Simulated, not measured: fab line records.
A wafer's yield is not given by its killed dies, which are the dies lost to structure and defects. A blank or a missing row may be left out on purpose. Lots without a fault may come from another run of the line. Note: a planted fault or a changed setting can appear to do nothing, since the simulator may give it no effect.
fab line records | flow nand-harc
record: lots: 24 wafers: 72 last-day: 25
route steps=1159 shown A_CONTACT@946 A_BLC@980 A_M0@1009 A_M1@1037
lots that met no fault: from a run of the same line without faults
start-h: start of the lot's first displayed wafer, in hours after the record's first day | wait-h: how many hours have passed since the lot's step before this one | " as in the row above | L1.1+2: a row that stands for several wafers | - no value, or no start was given | * or withheld: withheld | < > ~ a bound
route shown NAME@n: a module of which the file shows steps, and the number in the route of the first | usual: the fault-free wafers' mean and standard deviation | same: alike in all rows | chamber/n: place in a boat | sites: the reading at each site | _std_site: standard deviation of those values | _edge_site: inner sites' mean taken away from outer sites' mean | radius-mm: for every site, how far away it sits from the centre of the wafer | mask NAME#n: copy n | behind: the most recent tool/chamber to have shaped the wafer | hold: why the lot went on hold/how many hours it stayed there/how the hold came to an end | device: transistor that didn't switch, given as n, p or np | end of line: tests run on the same wafers once the route is complete | for a step that has no rows: nothing shown but its recipe | killed: at the first sort, the dies lost to defects and structure; wafer yield is something else | map: per-die view of a wafer (x killed, . not killed, _ where there is no die)
set.NAME: the run value of the setting; set.NAME@STEP: its run value at that earlier step | model.NAME: the simulator's own value behind a step, which no gauge read
route steps across a sampled set of lots; one table per step, one row per wafer
services: a tool's chamber out of use, with start hour (start-h, from the record's first day; less than 0 if before it), hours out, and reason
== steps ==
step: NHARC_A_CONTACT_ETCH_137
recipe: source-w: withheld pressure-mtorr: 20 bias-v: 3000 time-s: 132 target-depth-a: 12870 ar-flow-sccm: withheld c4f8-flow-sccm: withheld o2-flow-sccm: withheld chemistry: C4F8/O2/Ar
usual: oes-air-line-au: 0.999/0.018
columns lot.wafer tool chamber start-h wait-h oes-air-line-au rf-hours-counter-h
L074.1 har-cap-etch-03 1 392.65 0.1 0.976 82
L074.2 " 0 " " 1.002 82
L074.6 " 1 " " 0.990 -
L075.2 har-cap-etch-02 0 400.22 0.1 1.017 12
L075.4 " 0 " " 1.027 -
L075.5 " 0 " " 0.985 -
L076.1 har-cap-etch-02 0 405.91 0.1 1.013 13
L076.3 " 0 " " 0.995 -
L076.6 " 1 " " 0.988 -
L077.2 har-cap-etch-02 0 409.29 0.1 0.999 13
L077.4 " 1 " " 1.026 -
L077.6 " 1 " " 0.992 -
L081.2 har-cap-etch-03 0 416.14 0.1 0.978 87
L081.4 " 1 " " 0.993 -
L081.5 " 0 " " 0.990 -
L078.2 har-cap-etch-01 1 420.16 0.1 1.033 65
L078.1 " 0 " " 1.004 65
L078.4 " 1 " " 1.002 -
L079.1 har-cap-etch-02 0 423.32 0.1 0.979 15
L079.3 " 1 " " 1.013 -
L079.6 " 1 " " 1.040 -
L082.1 har-cap-etch-01 1 445.83 0.1 1.020 68
L082.3 " 1 " " 1.026 -
L082.4 " 0 " " 1.023 -
L084.2 har-cap-etch-02 1 446.66 0.1 1.007 19
L084.1 " 0 " " 1.012 19
L084.6 " 1 " " 1.000 -
L080.1 har-cap-etch-01 1 453.79 0.1 0.991 70
L080.5 " 0 " " 1.047 -
L080.6 " 1 " " 0.987 -
L083.2 har-cap-etch-01 1 462.03 0.1 1.001 71
L083.4 " 1 " " 1.006 -
L083.3 " 0 " " 1.018 -
L085.1 har-cap-etch-03 0 464.75 0.1 0.995 93
L085.6 " 1 " " 0.996 -
L085.5 " 0 " " 0.978 -
L091.1 har-cap-etch-02 0 489.51 0.1 1.002 24
L091.3 " 1 " " 0.992 -
L091.5 " 1 " " 0.987 -
L087.2 har-cap-etch-01 1 490.66 0.1 1.002 76
L087.3 " 1 " " 0.999 -
L087.4 " 0 " " 1.000 -
L086.1 har-cap-etch-01 1 495.24 0.1 0.989 76
L086.2 " 0 " " 0.981 76
L086.4 " 0 " " 1.005 -
L088.1 har-cap-etch-03 1 496.92 0.1 1.018 98
L088.4 " 0 " " 0.987 -
L088.3 " 1 " " 1.048 -
L089.2 har-cap-etch-01 0 500.11 0.1 1.003 77
L089.4 " 0 " " 1.006 -
L089.6 " 1 " " 0.994 -
L090.2 har-cap-etch-03 1 507.96 0.1 0.989 100
L090.1 " 0 " " 0.989 100
L090.4 " 0 " " 0.983 -
L092.2 har-cap-etch-02 0 509.91 0.1 1.010 30
L092.4 " 0 " " 1.030 -
L092.5 " 0 " " 1.015 -
L094.1 har-cap-etch-02 1 518.44 0.1 1.010 32
L094.3 " 1 " " 1.003 -
L094.5 " 0 " " 1.005 -
L096.1 har-cap-etch-01 0 519.13 0.1 1.004 83
L096.5 " 0 " " 0.988 -
L096.6 " 1 " " 1.009 -
L093.2 har-cap-etch-02 1 521.55 0.1 1.024 33
L093.3 " 1 " " 1.031 -
L093.5 " 1 " " 1.001 -
L095.1 har-cap-etch-01 0 533.38 0.1 0.955 85
L095.4 " 1 " " 0.976 -
L095.6 " 0 " " 0.962 -
L097.2 har-cap-etch-03 0 533.59 0.1 1.007 105
L097.4 " 1 " " 1.004 -
L097.5 " 1 " " 0.996 -
step: NHARC_A_CONTACT_ETCH_139
recipe: source-w: withheld pressure-mtorr: 20 bias-v: 400 time-s: 137 target-depth-a: 5900 ar-flow-sccm: withheld c4f8-flow-sccm: 11.5 o2-flow-sccm: 7.2 chemistry: C4F8/O2/Ar
usual: oes-air-line-au: 1.002/0.022
columns lot.wafer tool chamber start-h wait-h oes-air-line-au rf-hours-counter-h
L074.1 har-cap-etch-03 1 392.90 0.1 1.005 82
L074.2 " 0 " " 0.957 82
L074.6 " 1 " " 0.973 -
L075.2 har-cap-etch-02 0 400.46 0.1 1.000 12
L075.4 " 0 " " 1.018 -
L075.5 " 0 " " 0.981 -
L076.1 har-cap-etch-02 0 406.18 0.1 1.059 13
L076.3 " 0 " " 1.037 -
L076.6 " 1 " " 0.993 -
L077.2 har-cap-etch-02 0 409.53 0.1 1.021 14
L077.4 " 1 " " 1.007 -
L077.6 " 1 " " 0.980 -
L081.2 har-cap-etch-03 0 416.39 0.1 1.022 87
L081.4 " 1 " " 0.999 -
L081.5 " 0 " " 1.003 -
L078.2 har-cap-etch-01 1 420.40 0.1 0.968 65
L078.1 " 0 " " 1.001 65
L078.4 " 1 " " 0.966 -
L079.1 har-cap-etch-02 0 423.57 0.1 1.000 16
L079.3 " 1 " " 0.999 -
L079.6 " 1 " " 0.989 -
L082.1 har-cap-etch-01 1 446.07 0.1 1.006 68
L082.3 " 1 " " 1.013 -
L082.4 " 0 " " 1.036 -
L084.2 har-cap-etch-02 1 446.90 0.1 0.991 19
L084.1 " 0 " " 0.979 19
L084.6 " 1 " " 0.977 -
L080.1 har-cap-etch-01 1 454.05 0.1 1.020 71
L080.5 " 0 " " 1.016 -
L080.6 " 1 " " 1.025 -
L083.2 har-cap-etch-01 1 462.27 0.1 1.029 71
L083.4 " 1 " " 1.018 -
L083.3 " 0 " " 0.989 -
L085.1 har-cap-etch-03 0 465.10 0.2 1.010 93
L085.6 " 1 " " 0.981 -
L085.5 " 0 " " 0.991 -
L091.1 har-cap-etch-02 0 489.75 0.1 0.984 25
L091.3 " 1 " " 1.030 -
L091.5 " 1 " " 0.986 -
L087.2 har-cap-etch-01 1 490.90 0.1 1.000 76
L087.3 " 1 " " 1.019 -
L087.4 " 0 " " 1.026 -
L086.1 har-cap-etch-01 1 495.57 0.1 0.985 76
L086.2 " 0 " " 0.960 76
L086.4 " 0 " " 0.956 -
L088.1 har-cap-etch-03 1 497.27 0.2 1.051 99
L088.4 " 0 " " 0.998 -
L088.3 " 1 " " 1.029 -
L089.2 har-cap-etch-01 0 500.37 0.1 1.016 77
L089.4 " 0 " " 1.030 -
L089.6 " 1 " " 1.013 -
L090.2 har-cap-etch-03 1 508.29 0.1 0.981 101
L090.1 " 0 " " 0.991 101
L090.4 " 0 " " 1.008 -
L092.2 har-cap-etch-02 0 510.17 0.1 1.060 31
L092.4 " 0 " " 1.021 -
L092.5 " 0 " " 1.004 -
L094.1 har-cap-etch-02 1 518.68 0.1 0.982 33
L094.3 " 1 " " 0.967 -
L094.5 " 0 " " 0.990 -
L096.1 har-cap-etch-01 0 519.37 0.1 0.985 83
L096.5 " 0 " " 0.999 -
L096.6 " 1 " " 0.994 -
L093.2 har-cap-etch-02 1 521.81 0.1 0.976 33
L093.3 " 1 " " 0.962 -
L093.5 " 1 " " 1.010 -
L095.1 har-cap-etch-01 0 533.64 0.1 0.997 85
L095.4 " 1 " " 1.032 -
L095.6 " 0 " " 0.999 -
L097.2 har-cap-etch-03 0 533.85 0.1 1.025 105
L097.4 " 1 " " 0.974 -
L097.5 " 1 " " 0.985 -
step: NHARC_A_BLC_ETCH_18
recipe: target-depth-a: 9100 c4f8-flow-sccm: 20 o2-flow-sccm: 10 ar-flow-sccm: withheld rf-w: 600 bias-w: 1500 chemistry: C4F8/O2/Ar
usual: oes-product-au: 0.950/0.026 rf-vpp-V: 978/5.2
columns lot.wafer tool chamber start-h wait-h oes-product-au rf-hours-counter-h rf-vpp-V
L074.2 rie-diel-10 1 - - 0.989 5 979
L074.1 " 3 " " 0.943 5 980
L074.6 " 0 " " 0.989 - 971
L075.2 rie-diel-10 0 - - 0.987 5 970
L075.4 " 3 " " 0.967 6 980
L075.5 " 1 " " 0.953 - 978
L076.1 rie-diel-02 0 - - 0.936 7 986
L076.3 " 2 " " 0.922 7 988
L076.6 " 1 " " 0.922 - 976
L077.2 rie-diel-10 2 - - 0.944 7 976
L077.4 " 0 " " 0.977 5 969
L077.6 " 1 " " 0.970 - 979
L081.4 rie-diel-10 1 - - 0.971 8 979
L081.2 " 0 " " 0.964 6 971
L081.5 " 1 " " 0.972 - 978
L078.4 rie-diel-10 1 - - 0.968 9 979
L078.2 " 2 " " 0.937 9 974
L078.1 " 3 " " 0.955 9 980
L079.1 rie-diel-02 0 - - 0.939 9 985
L079.3 " 1 " " 0.915 9 973
L079.6 " 0 " " 0.937 - 986
L082.3 rie-diel-02 0 - - 0.937 12 986
L082.1 " 1 " " 0.915 11 974
L082.4 " 2 " " 0.928 11 986
L084.1 rie-diel-10 2 - - 0.917 11 974
L084.2 " 1 " " 0.920 11 978
L084.6 " 3 " " 0.940 - 980
L080.1 rie-diel-10 3 - - 0.915 11 980
L080.5 " 0 " " 0.987 - 970
L080.6 " 1 " " 0.911 - 978
L083.4 rie-diel-02 1 - - 0.926 13 975
L083.3 " 3 " " 0.947 13 977
L083.2 " 0 " " 0.946 13 986
L085.1 rie-diel-10 2 - - 0.905 13 975
L085.5 " 0 " " 0.964 - 970
L085.6 " 1 " " 0.922 - 978
L091.3 rie-diel-10 1 - - 0.914 15 979
L091.1 " 3 " " 0.926 14 980
L091.5 " 1 " " 0.922 - 978
L087.4 rie-diel-02 3 - - 0.950 16 978
L087.2 " 0 " " 0.927 17 984
L087.3 " 2 " " 0.924 15 987
L086.4 rie-diel-10 0 - - 0.920 14 968
L086.2 " 1 " " 0.908 15 978
L086.1 " 2 " " 0.912 14 974
L088.4 rie-diel-02 1 - - 0.970 16 972
L088.3 " 2 " " 0.958 15 985
L088.1 " 0 " " 0.978 17 984
L089.4 rie-diel-10 2 505.10 - 1.004 15 975
L089.2 " 1 " " 0.988 16 978
L089.6 " 3 " " 0.988 - 980
L090.4 rie-diel-02 1 - - 0.958 0 973
L090.2 " 2 " " 0.976 0 986
L090.1 " 3 " " 0.974 0 979
L092.4 rie-diel-10 1 - - 0.953 17 979
L092.2 " 2 " " 0.985 16 977
L092.5 " 1 " " 0.951 - 979
L094.1 rie-diel-02 3 - - 0.964 2 977
L094.3 " 0 " " 0.987 1 987
L094.5 " 1 " " 0.951 - 972
L096.1 rie-diel-02 0 - - 0.984 2 983
L096.5 " 3 " " 0.952 - 978
L096.6 " 0 " " 0.975 - 987
L093.3 rie-diel-02 0 - - 0.997 2 985
L093.2 " 2 " " 0.959 2 986
L093.5 " 0 " " 0.993 - 985
L095.4 rie-diel-02 1 - - 0.920 4 975
L095.1 " 2 " " 0.920 4 985
L095.6 " 0 " " 0.935 - 985
L097.2 rie-diel-04 3 - - 0.966 24 968
L097.4 " 1 " " 0.937 22 977
L097.5 " 2 " " 0.946 - 978
step: NHARC_A_M0_ETCH_15
recipe: target-depth-a: 1500 overetch-a: 150 time-s: 82.5 c4f8-flow-sccm: withheld ar-flow-sccm: 400 rf-w: 600 bias-w: 300 chemistry: C4F8/Ar
usual: oes-product-au: 0.941/0.023 rf-vpp-V: 440.9/2.7
columns lot.wafer tool chamber start-h wait-h oes-product-au rf-hours-counter-h rf-vpp-V
L074.2 rie-diel-01 0 - - 0.938 5 443.4
L074.1 " 2 " " 0.918 5 442.9
L074.6 " 3 " " 0.918 - 441.9
L075.4 rie-diel-12 0 - - 0.961 1 442.5
L075.2 " 2 " " 0.918 1 438.5
L075.5 " 0 " " 0.950 - 440.9
L076.1 rie-diel-12 2 - - 0.939 1 439.3
L076.3 " 3 " " 0.935 1 436.1
L076.6 " 2 " " 0.936 - 439.1
L077.2 rie-diel-09 1 - - 0.927 12 438.3
L077.4 " 0 " " 0.936 12 444.7
L077.6 " 2 " " 0.918 - 437.6
L081.2 rie-diel-12 0 - - 0.958 2 440.6
L081.4 " 1 " " 0.958 2 441.1
L081.5 " 0 " " 0.973 - 441.5
L078.1 rie-diel-12 2 - - 0.943 2 438.9
L078.2 " 3 " " 0.936 3 438.5
L078.4 " 0 " " 0.965 2 440.4
L079.3 rie-diel-01 3 - - 0.914 6 440.2
L079.1 " 0 " " 0.935 6 443.2
L079.6 " 2 " " 0.909 - 443.6
L082.3 rie-diel-12 3 - - 0.965 6 436.2
L082.4 " 0 " " 0.957 6 442.2
L082.1 " 1 " " 0.958 5 443.3
L084.2 rie-diel-01 1 - - 0.920 7 442.0
L084.1 " 3 " " 0.918 9 441.2
L084.6 " 1 " " 0.913 - 442.9
L080.1 rie-diel-01 1 - - 0.960 7 440.6
L080.5 " 2 " " 0.963 - 443.9
L080.6 " 3 " " 0.961 - 440.4
L083.4 rie-diel-09 3 - - 0.997 2 445.5
L083.2 " 0 " " 0.984 3 445.6
L083.3 " 2 " " 0.960 2 439.0
L085.1 rie-diel-12 0 - - 0.919 7 441.8
L085.6 " 1 " " 0.919 - 439.8
L085.5 " 2 " " 0.901 - 439.7
L091.1 rie-diel-09 1 - - 0.973 5 440.3
L091.3 " 2 " " 0.951 5 438.8
L091.5 " 1 " " 0.987 - 437.1
L087.2 rie-diel-12 2 - - 0.955 7 439.1
L087.4 " 3 " " 0.947 9 436.8
L087.3 " 0 " " 0.957 8 442.2
L086.2 rie-diel-01 1 - - 0.927 1 440.3
L086.4 " 3 " " 0.975 1 440.8
L086.1 " 0 " " 0.956 1 442.0
L088.3 rie-diel-12 3 - - 0.908 9 435.1
L088.1 " 1 " " 0.933 7 440.3
L088.4 " 2 " " 0.906 7 439.2
L089.4 rie-diel-12 1 - - 0.912 7 440.3
L089.2 " 3 " " 0.898 9 438.9
L089.6 " 2 " " 0.893 - 439.4
L090.1 rie-diel-12 1 - - 0.967 8 440.3
L090.4 " 2 " " 0.953 8 439.0
L090.2 " 3 " " 0.951 9 437.3
L092.4 rie-diel-01 0 - - 0.979 2 444.2
L092.2 " 1 " " 0.955 2 442.0
L092.5 " 0 " " 0.976 - 444.5
L094.1 rie-diel-09 0 - - 0.941 6 446.0
L094.3 " 3 " " 0.944 6 445.2
L094.5 " 1 " " 0.933 - 437.8
L096.1 rie-diel-01 0 - - 0.946 3 443.6
L096.5 " 0 " " 0.946 - 443.6
L096.6 " 1 " " 0.927 - 441.5
L093.3 rie-diel-12 1 - - 0.934 8 440.4
L093.2 " 3 " " 0.910 10 436.6
L093.5 " 1 " " 0.936 - 441.8
L095.1 rie-diel-09 2 - - 0.915 6 438.8
L095.4 " 0 " " 0.932 7 444.8
L095.6 " 1 " " 0.926 - 437.0
L097.2 rie-diel-09 0 - - 0.951 7 445.5
L097.4 " 1 " " 0.957 7 438.3
L097.5 " 0 " " 0.953 - 444.4
step: NHARC_A_M0_DEGAS_28
recipe: temp-c: 250 time-s: 60
usual: heater-power-w: 348/37
columns lot.wafer tool chamber start-h wait-h heater-power-w
L074.2 pvd-sputter-03 - 412.06 - 299
L074.1 " - " " 316
L074.6 " - " " 338
L075.4 pvd-sputter-02 - 414.70 - 370
L075.2 " - " " 380
L075.5 " - " " 360
L076.1 pvd-sputter-01 - 416.36 - 317
L076.3 " - " " 342
L076.6 " - " " 322
L077.4 pvd-sputter-03 - 419.06 - 319
L077.2 " - " " 331
L077.6 " - " " 337
L081.4 pvd-sputter-03 - 428.28 - 288
L081.2 " - " " 321
L081.5 " - " " 383
L078.2 pvd-sputter-03 - 432.00 - 369
L078.1 " - " " 338
L078.4 " - " " 300
L079.1 pvd-sputter-01 - 432.62 - 333
L079.3 " - " " 367
L079.6 " - " " 323
L082.4 pvd-sputter-01 - 457.54 - 417
L082.3 " - " " 335
L082.1 " - " " 365
L084.2 pvd-sputter-01 - 457.92 - 320
L084.1 " - " " 320
L084.6 " - " " 367
L080.1 pvd-sputter-02 - 462.79 - 385
L080.6 " - " " 368
L080.5 " - " " 371
L083.4 pvd-sputter-01 - 478.50 - 330
L083.2 " - " " 373
L083.3 " - " " 323
L085.1 pvd-sputter-01 - 487.58 - 362
L085.6 " - " " 406
L085.5 " - " " 334
L091.1 pvd-sputter-03 - 504.60 - 364
L091.3 " - " " 292
L091.5 " - " " 304
L087.2 pvd-sputter-02 - 505.20 - 379
L087.4 " - " " 370
L087.3 " - " " 296
L086.1 pvd-sputter-02 - 507.08 - 292
L086.2 " - " " 373
L086.4 " - " " 385
L088.3 pvd-sputter-02 - 507.85 - 393
L088.1 " - " " 292
L088.4 " - " " 367
L089.2 pvd-sputter-03 - 512.83 - 318
L089.4 " - " " 299
L089.6 " - " " 304
L090.4 pvd-sputter-03 - 519.71 - 374
L090.1 " - " " 320
L090.2 " - " " 290
L092.4 pvd-sputter-01 - 520.45 - 415
L092.2 " - " " 330
L092.5 " - " " 399
L094.3 pvd-sputter-02 - 528.09 - 364
L094.1 " - " " 394
L094.5 " - " " 386
L096.1 pvd-sputter-01 - 529.32 - 413
L096.6 " - " " 367
L096.5 " - " " 323
L093.2 pvd-sputter-01 - 532.35 - 414
L093.3 " - " " 316
L093.5 " - " " 337
L095.1 pvd-sputter-02 - 544.01 - 372
L095.4 " - " " 373
L095.6 " - " " 382
L097.2 pvd-sputter-03 - 544.48 - 317
L097.4 " - " " 293
L097.5 " - " " 324
step: NHARC_A_M1_OVL_MEAS_10
recipe: pitch-nm: 240
usual: overlay-x-nm: 0.1/0.93 overlay-y-nm: 0.0/0.82
columns lot.wafer tool chamber start-h wait-h overlay-x-nm overlay-y-nm
L074.1 overlay-02 - 415.11 - 0.2 0.1
L074.2 " - " " 0.2 0.2
L074.6 " - " " 0.5 0.0
L075.2 overlay-01 - 417.60 - 0.6 1.4
L075.4 " - " " 0.5 1.2
L075.5 " - " " 0.5 1.1
L076.1 overlay-01 - 419.58 - -0.3 -0.2
L076.3 " - " " -0.8 -0.3
L076.6 " - " " -0.4 0.1
L077.2 overlay-02 - 423.03 - -0.3 -1.1
L077.4 " - " " -0.4 -0.3
L077.6 " - " " -0.8 -0.5
L081.2 overlay-01 - 431.34 - 0.3 1.2
L081.4 " - " " -0.2 0.6
L081.5 " - " " -0.1 1.0
L078.1 overlay-01 - 434.94 - 0.2 -1.1
L078.2 " - " " 0.4 -1.0
L078.4 " - " " -0.5 -1.0
L079.1 overlay-02 - 435.74 - -1.1 0.8
L079.3 " - " " -0.7 1.3
L079.6 " - " " -0.3 1.1
L082.1 overlay-01 - 460.62 - -1.0 -0.9
L082.3 " - " " -0.5 -1.5
L082.4 " - " " -1.5 -1.7
L084.1 overlay-02 - 461.37 - -0.4 0.0
L084.2 " - " " -0.2 -0.4
L084.6 " - " " -0.5 -0.4
L080.1 overlay-02 - 465.69 - 1.6 -0.5
L080.5 " - " " 1.5 0.4
L080.6 " - " " 1.3 -0.1
L083.2 overlay-02 - 481.79 - 0.1 0.9
L083.3 " - " " -0.7 0.8
L083.4 " - " " -0.1 1.1
L085.1 overlay-02 - 490.61 - 0.0 0.5
L085.5 " - " " 0.2 0.6
L085.6 " - " " 0.6 -0.1
L091.1 overlay-01 - 507.75 - 0.2 -0.5
L091.3 " - " " -0.2 -1.2
L091.5 " - " " -0.4 -1.0
L087.2 overlay-02 - 508.52 - 2.7 0.6
L087.3 " - " " 2.8 0.5
L087.4 " - " " 2.5 1.3
L086.1 overlay-02 - 510.24 - -1.1 0.0
L086.2 " - " " -1.2 0.2
L086.4 " - " " -0.2 0.0
L088.1 overlay-02 - 510.95 - 1.8 -0.9
L088.3 " - " " 0.9 -0.3
L088.4 " - " " 1.5 -1.2
L089.2 overlay-02 - 515.88 - 0.3 1.0
L089.4 " - " " 0.5 1.6
L089.6 " - " " 0.2 1.6
L090.1 overlay-01 - 523.08 - -0.4 0.0
L090.2 " - " " -0.4 -0.4
L090.4 " - " " -0.4 0.1
L092.2 overlay-02 - 523.50 - -1.6 0.9
L092.4 " - " " -1.4 1.0
L092.5 " - " " -1.3 0.9
L094.1 overlay-01 - 531.18 - -0.8 0.0
L094.3 " - " " -1.0 -0.8
L094.5 " - " " -0.5 -0.3
L096.1 overlay-01 - 532.25 - -0.7 0.1
L096.5 " - " " -1.0 -0.4
L096.6 " - " " -0.1 -0.1
L093.2 overlay-02 - 535.86 - -0.5 1.0
L093.3 " - " " -0.8 0.5
L093.5 " - " " -0.3 1.0
L095.1 overlay-01 - 546.92 - 0.9 -0.8
L095.4 " - " " 0.7 -0.2
L095.6 " - " " 1.1 -0.2
L097.2 overlay-02 - 547.60 - 0.5 -0.7
L097.4 " - " " 1.1 -1.1
L097.5 " - " " 0.1 -0.6
== services ==
columns tool chamber start-h hours kind
rie-diel-10 0 371.03 9.7 repair
rie-diel-12 - 379.41 9.0 pm
pvd-sputter-03 - 389.57 1.7 repair
pvd-sputter-02 - 395.21 10.0 pm
rie-diel-04 - 398.54 0.6 repair
rie-diel-04 - 410.76 0.4 repair
rie-diel-04 - 419.95 9.6 repair
rie-diel-09 - 431.10 9.0 pm
rie-diel-04 0 440.68 14.4 repair
rie-diel-04 3 452.35 4.6 repair
pvd-sputter-03 - 458.00 10.0 pm
rie-diel-09 - 458.28 1.2 repair
pvd-sputter-02 - 465.80 1.1 repair
rie-diel-04 - 467.57 9.0 pm
rie-diel-01 - 491.84 9.0 pm
rie-diel-10 - 493.04 1.1 repair
pvd-sputter-03 - 494.74 2.8 repair
rie-diel-02 - 505.00 9.0 pm
rie-diel-01 2 507.48 4.4 repair
pvd-sputter-03 - 517.47 1.9 repair
rie-diel-10 - 530.52 9.0 pm
rie-diel-12 3 537.28 29.8 repair
pvd-sputter-01 - 537.83 10.0 pm
rie-diel-04 - 540.82 12.4 repair
== key ==
fault none
